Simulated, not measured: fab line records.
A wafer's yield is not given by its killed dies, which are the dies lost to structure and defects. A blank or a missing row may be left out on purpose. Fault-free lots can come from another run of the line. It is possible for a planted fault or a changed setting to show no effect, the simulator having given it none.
Which tool was responsible? :: flow n5Finfet :: 12 lots, 36 wafers sampled, at 2 steps of a route of 1938

== WHAT THE GAUGES SHOWED, per wafer ==
N5_BEOL_M15_OVL_MEAS_29.
lot: L075
measured: day 11 05:14
on: overlay-01
M15_OVL (nm): -10 -1 -6

lot: L077
measured: day 11 20:30
on: overlay-02
M15_OVL (nm): -1 -1 1

lot: L079
measured: day 12 11:02
on: overlay-02
M15_OVL (nm): -3 -1 -5

lot: L081
measured: day 13 07:04
on: overlay-01
M15_OVL (nm): 2 -5 5

lot: L084
measured: day 14 02:57
on: overlay-02
M15_OVL (nm): 5 -4 -6

lot: L085
measured: day 14 09:05
on: overlay-01
M15_OVL (nm): 2 -4 1

lot: L087
measured: day 15 00:45
on: overlay-01
M15_OVL (nm): -5 -11 -3

lot: L089
measured: day 15 09:46
on: overlay-01
M15_OVL (nm): -7 0 -5

lot: L091
measured: day 15 11:23
on: overlay-02
M15_OVL (nm): -2 0 -7

lot: L094
measured: day 16 15:44
on: overlay-02
M15_OVL (nm): 4 4 -4

lot: L097
measured: day 17 02:46
on: overlay-01
M15_OVL (nm): 7 10 0

lot: L095
measured: day 17 17:58
on: overlay-02
M15_OVL (nm): -1 -2 -5

== WHICH TOOL RAN EACH LOT (tool, then ch and the chambers of the sampled wafers, then the start) ==
lot: L075
N5_BEOL_M15_STRIP_63: rieDiel-05 ch 0,1,2, day 11 05:14 or earlier

lot: L077
N5_BEOL_M15_STRIP_63: rieDiel-05 ch 0,1,2, day 11 20:30 or earlier

lot: L079
N5_BEOL_M15_STRIP_63: rieDiel-03 ch 0,2,3, day 12 11:02 or earlier

lot: L081
N5_BEOL_M15_STRIP_63: rieDiel-03 ch 0,3, day 13 07:04 or earlier

lot: L084
N5_BEOL_M15_STRIP_63: rieDiel-04 ch 0,2, day 14 02:57 or earlier

lot: L085
N5_BEOL_M15_STRIP_63: rieDiel-03 ch 1,2,3, day 14 09:05 or earlier

lot: L087
N5_BEOL_M15_STRIP_63: rieDiel-04 ch 1,3, day 15 00:45 or earlier

lot: L089
N5_BEOL_M15_STRIP_63: rieDiel-03 ch 0,2,3, day 15 09:46 or earlier

lot: L091
N5_BEOL_M15_STRIP_63: rieDiel-03 ch 1,2,3, day 15 11:23 or earlier

lot: L094
N5_BEOL_M15_STRIP_63: rieDiel-05 ch 1,3, day 16 15:44 or earlier

lot: L097
N5_BEOL_M15_STRIP_63: rieDiel-04 ch 2,3, day 17 02:46 or earlier

lot: L095
N5_BEOL_M15_STRIP_63: rieDiel-04 ch 1,2, day 17 17:58 or earlier
- N5_BEOL_M15_STRIP_63: strips in O2.

== THE ANSWER, worked out from the rows above alone ==
Rule: the usual values come from the lots themselves. Put in order of their means at a reading, lots are off if they are a third of the lots or fewer, leave a main group of 4 or more, and stand apart from it by a gap of 3 or more times the standard deviation of the main group's means; of several such gaps the widest counts. The tables above print the reading to a certain number of digits; a main group whose means all agree to those digits is not used. Also off: a lot with no number at a reading for which 4 or more lots have one. The other lots that the step has rows for count as sound.
No lot is off at any reading shown: from this, nothing can be told.

== WHAT HAD BEEN PUT IN BY THE SIMULATOR ==
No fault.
